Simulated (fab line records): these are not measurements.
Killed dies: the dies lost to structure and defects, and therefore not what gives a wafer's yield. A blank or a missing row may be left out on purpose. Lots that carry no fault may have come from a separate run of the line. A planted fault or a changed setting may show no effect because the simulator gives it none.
Which of the tools did it? | flow n5Finfet | 12 lots, 34 wafers sampled, at 4 steps of a route of 1938

WHAT THE GAUGES READ, wafer by wafer
N5_BEOL_M12_THK_MEAS_01. Usual: M12_ILD_THK typically reads 658 nm, with standard deviation 9.2.
lot  | measured     | on           | M12_ILD_THK (nm) | flag
L626 | day 11 09:20 | filmMetro-02 | 653 654 672      | 
L627 | day 12 00:35 | filmMetro-02 | 655 674 667      | 
L629 | day 12 02:10 | filmMetro-02 | 663 663 681      | 
L634 | day 13 12:09 | filmMetro-01 | 656 662 658      | 
L637 | day 14 06:17 | filmMetro-02 | 660 657 654      | 
L638 | day 14 23:02 | filmMetro-02 | 661 662 667      | 
L636 | day 15 00:10 | filmMetro-02 | 642 663 655      | 
L641 | day 16 11:36 | filmMetro-02 | 655 657          | 
L642 | day 16 16:20 | filmMetro-02 | 656 655 664      | 
L644 | day 16 21:29 | filmMetro-02 | 649 649 657      | 
L645 | day 17 19:10 | filmMetro-01 | 647 655 650      | 
L646 | day 17 19:58 | filmMetro-01 | 651 652          | 

TOOL THAT RAN EACH LOT (tool first, then ch and the chambers of the sampled wafers, then the start)
lot  | N5_BEOL_M11_DEGAS_44        | N5_BEOL_M11_PRE_CLEAN_45    | N5_BEOL_M11_CMP_52
L626 | pvdSputter-02, day 11 07:11 | pvdSputter-02, day 11 07:13 | cmp-03 ch 0,1, day 11 08:40
L627 | pvdSputter-03, day 11 21:56 | pvdSputter-03, day 11 21:58 | cmp-02 ch 2,3, day 11 23:58
L629 | pvdSputter-03, day 12 00:22 | pvdSputter-03, day 12 00:25 | cmp-03 ch 1,3, day 12 01:33
L634 | pvdSputter-03, day 13 10:06 | pvdSputter-03, day 13 10:08 | cmp-02 ch 0,3, day 13 11:32
L637 | pvdSputter-02, day 14 03:19 | pvdSputter-02, day 14 03:22 | cmp-03 ch 0,1,3, day 14 05:43
L638 | pvdSputter-01, day 14 20:16 | pvdSputter-01, day 14 20:18 | cmp-03 ch 0,2,3, day 14 22:25
L636 | pvdSputter-02, day 14 21:59 | pvdSputter-02, day 14 22:01 | cmp-03 ch 0,1,2, day 14 23:33
L641 | pvdSputter-03, day 16 09:43 | pvdSputter-03, day 16 09:45 | cmp-04 ch 2,3, day 16 10:56
L642 | pvdSputter-02, day 16 14:31 | pvdSputter-02, day 16 14:33 | cmp-03 ch 1,2,3, day 16 15:45
L644 | pvdSputter-03, day 16 16:11 | pvdSputter-03, day 16 16:14 | cmp-04 ch 0,1,3, day 16 20:56
L645 | pvdSputter-03, day 17 15:28 | pvdSputter-03, day 17 15:30 | cmp-02 ch 0,2,3, day 17 18:32
L646 | pvdSputter-02, day 17 18:10 | pvdSputter-02, day 17 18:12 | cmp-02 ch 1,3, day 17 19:21
- N5_BEOL_M11_DEGAS_44: time 60 s.
- N5_BEOL_M11_PRE_CLEAN_45: time 30 s.
- N5_BEOL_M11_CMP_52: polishes, stops on SiCOH lowk, t overpolish 7 s, target thk 140 nm.

WHAT THE TOOLS THEMSELVES READ (means of the sampled wafers that have a number; where no wafer has one, the mark that the record gives instead)
N5_BEOL_M11_DEGAS_44. Usual: heaterPowerW 332 W, standard deviation 28; susceptorTempC 249.99 C, standard deviation 0.18.
lot  | tool          | heaterPowerW (W) | susceptorTempC (C) | flag
L626 | pvdSputter-02 | 326              | 250.08             | 
L627 | pvdSputter-03 | 329              | 249.90             | 
L629 | pvdSputter-03 | 342              | 247.11             | OFF
L634 | pvdSputter-03 | 320              | 247.37             | OFF
L637 | pvdSputter-02 | 341              | 249.80             | 
L638 | pvdSputter-01 | 312              | 249.69             | 
L636 | pvdSputter-02 | 321              | 249.84             | 
L641 | pvdSputter-03 | 318              | 249.78             | 
L642 | pvdSputter-02 | 334              | 250.09             | 
L644 | pvdSputter-03 | 295              | 250.08             | 
L645 | pvdSputter-03 | 323              | 250.00             | 
L646 | pvdSputter-02 | 316              | 249.82             | 

N5_BEOL_M11_PRE_CLEAN_45. Usual: heaterPowerW reads 331 W (standard deviation 28).
lot  | tool          | heaterPowerW (W) | flag
L626 | pvdSputter-02 | 328              | 
L627 | pvdSputter-03 | 325              | 
L629 | pvdSputter-03 | 348              | 
L634 | pvdSputter-03 | 324              | 
L637 | pvdSputter-02 | 339              | 
L638 | pvdSputter-01 | 315              | 
L636 | pvdSputter-02 | 319              | 
L641 | pvdSputter-03 | 306              | 
L642 | pvdSputter-02 | 335              | 
L644 | pvdSputter-03 | 296              | 
L645 | pvdSputter-03 | 327              | 
L646 | pvdSputter-02 | 317              | 

N5_BEOL_M11_CMP_52. Usual: barrierFieldEndpointS 29.0 s, standard deviation 0.63; motorCurrentA 6.1 A, standard deviation 0.52; overpolishRunS 7.000 s, standard deviation 0.0089; timeToEndpointS 65.9 s, standard deviation 2.5.
lot  | tool   | barrierFieldEndpointS (s) | motorCurrentA (A) | overpolishRunS (s) | timeToEndpointS (s) | flag
L626 | cmp-03 | 29.2                      | 6.7               | 7.000              | 67.2                | 
L627 | cmp-02 | 29.2                      | 6.0               | 7.010              | 69.3                | 
L629 | cmp-03 | 29.6                      | 6.0               | 7.001              | 68.3                | 
L634 | cmp-02 | 30.4                      | 6.1               | 6.997              | 71.1                | 
L637 | cmp-03 | 28.9                      | 6.3               | 7.008              | 65.8                | 
L638 | cmp-03 | 29.2                      | 5.8               | 7.000              | 66.7                | 
L636 | cmp-03 | 29.5                      | 6.1               | 6.996              | 67.1                | 
L641 | cmp-04 | 28.2                      | 6.8               | 6.995              | 62.5                | 
L642 | cmp-03 | 28.6                      | 6.0               | 6.993              | 65.1                | 
L644 | cmp-04 | 28.3                      | 6.3               | 6.995              | 64.3                | 
L645 | cmp-02 | 29.2                      | 6.2               | 7.004              | 66.3                | 
L646 | cmp-02 | 29.2                      | 5.7               | 7.001              | 68.8                | 

THE ANSWER, worked out from the rows above alone
Rule: lot off if the mean of its wafers having a number is beyond 3 standard deviations from the usual mean. A lot without any number at a reading at which 4 lots or more have one is off too. Where the step has rows for the other lots, those lots are counted as sound. The gauges are gone through in route order, then the tools' own readings, and for those a lot's mean is taken as printed above. The first step at which some lot is off is used, and at that step the reading that is off furthest; a lot without a number counts as furthest.
Off, at N5_BEOL_M11_DEGAS_44 on susceptorTempC: L629, L634.
A tool fits if, at that step or a process step before it, it ran every lot that is off, and no sound lot after the first of them. Not one of the candidates tried fits.

WHAT WAS PUT IN BY THE SIMULATOR
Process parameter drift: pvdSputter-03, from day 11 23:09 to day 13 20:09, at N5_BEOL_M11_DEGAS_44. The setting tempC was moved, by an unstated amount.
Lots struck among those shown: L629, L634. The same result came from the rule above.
